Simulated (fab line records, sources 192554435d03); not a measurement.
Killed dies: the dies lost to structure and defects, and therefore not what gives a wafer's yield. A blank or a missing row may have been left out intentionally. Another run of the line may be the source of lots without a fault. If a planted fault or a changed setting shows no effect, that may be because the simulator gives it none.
Matching of chambers + flow n5Finfet + 4 sister chambers for N5_BEOL_M11_DESCUM_33 on rieDiel-05
The step chemistry O2, time 7.9 s. 4 wafers are shown with their chamber, then 8 later ones without.

WAFERS PAIRED WITH THEIR CHAMBERS
| wafer  | chamber | showerheadPlenumPTorr (Torr) |
|--------|---------|------------------------------|
| L082.1 | 1       | 2.06                         |
| L085.2 | 2       | 2.22                         |
| L086.6 | 3       | 1.99                         |
| L090.2 | 0       | 2.05                         |

WAFERS WITH NO CHAMBER GIVEN
| wafer  | showerheadPlenumPTorr (Torr) |
|--------|------------------------------|
| L090.5 | 2.06                         |
| L090.6 | 2.05                         |
| L091.1 | 2.21                         |
| L091.4 | 2.06                         |
| L091.5 | 1.99                         |
| L092.1 | 2.06                         |
| L092.2 | 2.21                         |
| L092.5 | 2.06                         |

WHICH CHAMBER EACH WENT THROUGH
| wafer  | from the rows above | in truth |
|--------|---------------------|----------|
| L090.5 | 1                   | 1        |
| L090.6 | 0                   | 0        |
| L091.1 | 2                   | 2        |
| L091.4 | 1                   | 1        |
| L091.5 | 3                   | 3        |
| L092.1 | 1                   | 1        |
| L092.2 | 2                   | 2        |
| L092.5 | 1                   | 1        |
8 of 8 placed correctly. Not placeable from these rows: 0. Wrongly placed: 0.
How it was worked out, from the rows above alone: a wafer's distance from a chamber is the root of the sum, over the readings, of the square of ((its reading less the chamber's mean) divided by the reading's scatter). If the next closest chamber is less than 2 further off than the closest, the wafer can't be placed; otherwise it belongs to the closest. The mean given for a chamber averages the wafers shown for that chamber. The scatter (one wafer shown for each chamber): square how far every hidden wafer sits from the nearest shown wafer, average those squares and take the square root.
